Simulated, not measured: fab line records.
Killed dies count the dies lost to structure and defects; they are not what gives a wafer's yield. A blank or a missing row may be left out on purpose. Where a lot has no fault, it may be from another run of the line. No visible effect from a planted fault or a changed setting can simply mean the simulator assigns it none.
Chamber matching | flow nand-harc | rie-si-04 running NHARC_P_ZERO_WELL_ETCH_63: 4 sister chambers
The step etches the open film in HBr/Cl2, target depth 120 nm, time 40.1 s. 4 wafers are shown with their chamber, then 7 later ones without.

WAFERS PAIRED WITH THEIR CHAMBERS
wafer  | chamber | oes-product-au (a.u.)
L997.2 | 0       | 0.996
L997.3 | 3       | 0.978
L104.2 | 2       | 0.983
L104.3 | 1       | 0.998

WAFERS WITHOUT THEIR CHAMBER
wafer  | oes-product-au (a.u.)
L104.6 | 1.001
L106.1 | 1.011
L106.3 | 0.998
L106.4 | 0.996
L109.2 | 0.999
L109.3 | 0.998
L109.5 | 0.995

WHICH CHAMBER EACH WENT THROUGH
wafer  | from the rows above     | in truth
L104.6 | can't be placed: 1 or 0 | 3
L106.1 | can't be placed: 1 or 0 | 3
L106.3 | can't be placed: 1 or 0 | 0
L106.4 | can't be placed: 0 or 1 | 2
L109.2 | can't be placed: 1 or 0 | 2
L109.3 | can't be placed: 1 or 0 | 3
L109.5 | can't be placed: 0 or 1 | 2
Correct placement for 0 of the 7. Can't be placed from these rows: 7 (the true chamber is among the candidates in 1). Wrongly placed: 0.
How it was worked out, from the rows above alone: a wafer's distance from a chamber is the root of the sum, over the readings, of the square of ((its reading less the chamber's mean) divided by the reading's scatter). The wafer belongs to the nearest chamber; if the next one is less than 2 further off, it can't be placed. A chamber's mean is the mean of its shown wafers. The scatter: root of mean squared gap, hidden wafer to nearest shown wafer, with one shown wafer a chamber.
